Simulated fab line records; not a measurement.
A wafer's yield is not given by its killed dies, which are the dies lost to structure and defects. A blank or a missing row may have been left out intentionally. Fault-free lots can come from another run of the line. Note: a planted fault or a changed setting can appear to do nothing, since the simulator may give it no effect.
Split-lot study -- flow n5 finfet -- on a route of 1938 steps: 7 lots, 39 wafers read

THE SPLIT
At N5_PASSIVATION_PECVD_35 (deposits SiNx from SiH4/NH3/N2, target thk 700 nm, time 151.3 s), the setting time s was moved away from the recipe's 151.3 s on 15 of the 39 wafers read, by -54.0% to +57.0%. The other wafers ran this setting at the recipe's value.

The reading comes from the split's own step.

THE READING
SiNx_of_PASSIVATION_PECVD_35.thk nm (the simulator's own value, which no gauge read), in nm, at N5_PASSIVATION_PECVD_35 (deposits SiNx from SiH4/NH3/N2, target thk 700 nm, time 151.3 s). The file gives no usual value for it. Here, 24 wafers ran the recipe; their average is 692.7 nm with a standard deviation of 7.6 nm.

wafer,"tool, chamber at the split","time s as run, s",against the recipe,"SiNx_of_PASSIVATION_PECVD_35.thk nm, nm",against lot-mates on the recipe
L076.1,"pecvd-04, 1",216.1,+42.8%,976.8,+287.5
L076.2,"pecvd-04, 0",151.3,recipe,685,-
L076.3,"pecvd-04, 2",151.3,recipe,687.6,-
L076.4,"pecvd-04, 1",216.1,+42.8%,994.6,+305.3
L076.5,"pecvd-04, 0",151.3,recipe,695.2,-
L076.6,"pecvd-04, 2",216.1,+42.8%,1004,+314.7
L084.1,"pecvd-04, 1",151.3,recipe,692.4,-
L084.2,"pecvd-04, 0",151.3,recipe,687.8,-
L084.3,"pecvd-04, 2",151.3,recipe,695.8,-
L084.4,"pecvd-04, 1",183.6,+21.3%,854.6,+162.6
L084.5,"pecvd-04, 0",183.6,+21.3%,843.4,+151.4
L084.6,"pecvd-04, 2",183.6,+21.3%,860.4,+168.4
L083.1,"pecvd-04, 0",151.3,recipe,694.6,-
L083.2,"pecvd-04, 2",202.3,+33.7%,925.2,+232.5
L083.3,"pecvd-04, 1",202.3,+33.7%,921.8,+229.1
L083.4,"pecvd-04, 1",151.3,recipe,695.4,-
L083.5,"pecvd-04, 0",151.3,recipe,688,-
L083.6,"pecvd-04, 2",202.3,+33.7%,939.8,+247.1
L085.1,"pecvd-04, 0",151.3,recipe,682.8,-
L085.2,"pecvd-04, 1",151.3,recipe,684.4,-
L085.3,"pecvd-04, 2",151.3,recipe,694.6,-
L085.4,"pecvd-04, 0",69.67,-54.0%,319.8,-367.5
L085.5,"pecvd-04, 1",69.67,-54.0%,317.6,-369.7
L085.6,"pecvd-04, 2",69.67,-54.0%,325.8,-361.5
L090.1,"pecvd-01, 0",151.3,recipe,692.8,-
L090.2,"pecvd-01, 2",151.3,recipe,689,-
L090.3,"pecvd-01, 1",151.3,recipe,682.8,-
L090.4,"pecvd-01, 2",151.3,recipe,705.6,-
L090.5,"pecvd-01, 0",151.3,recipe,707,-
L090.6,"pecvd-01, 1",151.3,recipe,696.6,-
L095.1,"pecvd-04, 2",237.5,+57.0%,1095,+394.8
L095.2,"pecvd-04, 1",151.3,recipe,698,-
L095.3,"pecvd-04, 0",151.3,recipe,694.6,-
L095.4,"pecvd-04, 2",151.3,recipe,708,-
L095.5,"pecvd-04, 1",237.5,+57.0%,1106,+405.8
L095.6,"pecvd-04, 0",237.5,+57.0%,1105,+404.8
L093.1,"pecvd-01, 0",151.3,recipe,685.6,-
L093.2,"pecvd-01, 1",151.3,recipe,679.4,-
L093.6,"pecvd-01, 2",151.3,recipe,701.4,-

THE FIT
A straight line over all 39 wafers: SiNx_of_PASSIVATION_PECVD_35.thk nm changes by +7.03 nm for each +1% of time s; r = +1.00; the points scatter about the line by 8.7 nm.
The same after taking each lot's own level away (the mean of its wafers on the recipe; 39 wafers): +6.97 nm for each +1%; r = +1.00; scatter 8.1 nm.
The reading moves by 4e+02 nm for the largest change in time s, on that fit.
The lots' own levels span 687.27 to 700.20 nm, that is 1.7 times the standard deviation above.
Hence the lot-to-lot level has little effect on the slope; both slopes agree.
Check: +400 nm against its lot-mates is what the line predicts for one of the wafers moved furthest among these (+57.0%) when that wafer is left out of the fit. It came out at +395 nm against them.

OTHER SPLITS APPLIED TO THESE WAFERS
Other splits were also applied to these wafers ahead of the reading. Each is held against what the fit with the lots' levels taken away leaves over:
other split on the same wafers,wafers away from the commonest value,r with SiNx_of_PASSIVATION_PECVD_35.thk nm (lot level and that fit taken away)
N5_BEOL_M9_ILD_DEP_00 target thk a,18,-0.05
N5_BEOL_M10_CVD_75 target thk a,12,-0.02

THE FILE'S OWN FIT
SiNx_of_PASSIVATION_PECVD_35.thk nm changes by +6.99 nm for each +1% of time s, r = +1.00.
